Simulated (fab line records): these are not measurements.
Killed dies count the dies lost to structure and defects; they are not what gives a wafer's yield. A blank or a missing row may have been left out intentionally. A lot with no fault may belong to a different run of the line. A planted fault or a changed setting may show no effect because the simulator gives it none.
Matching of chambers -- flow nand harc -- NHARC_A_STAIRCASE_DEP_301 on pecvd-02: 3 sister chambers
The step deposits SiON, target thk 30 nm. 6 wafers are shown with their chamber, then 8 later ones without.

== WAFERS PAIRED WITH THEIR CHAMBERS ==
wafer,chamber,heater power w (W)
L080.5,0,725
L084.4,0,775
L087.5,1,816
L090.2,1,766
L090.6,2,728
L092.1,2,740

== WAFERS WITH NO CHAMBER GIVEN ==
wafer,heater power w (W)
L092.4,672
L092.5,611
L092.2,758
L092.3,816
L092.6,726
L095.2,746
L095.3,666
L095.4,743

== WHICH CHAMBER EACH WENT THROUGH ==
wafer,from the rows above,in truth
L092.4,can't be placed: 2 or 0 or 1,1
L092.5,can't be placed: 2 or 0 or 1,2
L092.2,can't be placed: 0 or 2 or 1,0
L092.3,can't be placed: 1 or 0 or 2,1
L092.6,can't be placed: 2 or 0 or 1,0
L095.2,can't be placed: 0 or 2 or 1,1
L095.3,can't be placed: 2 or 0 or 1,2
L095.4,can't be placed: 0 or 2 or 1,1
Placed correctly: 0 of 8. Not placeable from these rows: 8 (in 8, the candidates include the true chamber). Placed wrongly: 0.
How it was worked out, from the rows above alone: a wafer's distance from a chamber is the root of the sum, over the readings, of the square of ((its reading less the chamber's mean) divided by the reading's scatter). If the next closest chamber is less than 2 further off than the closest, the wafer can't be placed; otherwise it belongs to the closest. Each chamber's mean is taken over the wafers shown for it. How the scatter is found: for the shown wafers, subtract from each reading the mean of its chamber, square and add these, divide the total by (wafers less chambers), then take the root.
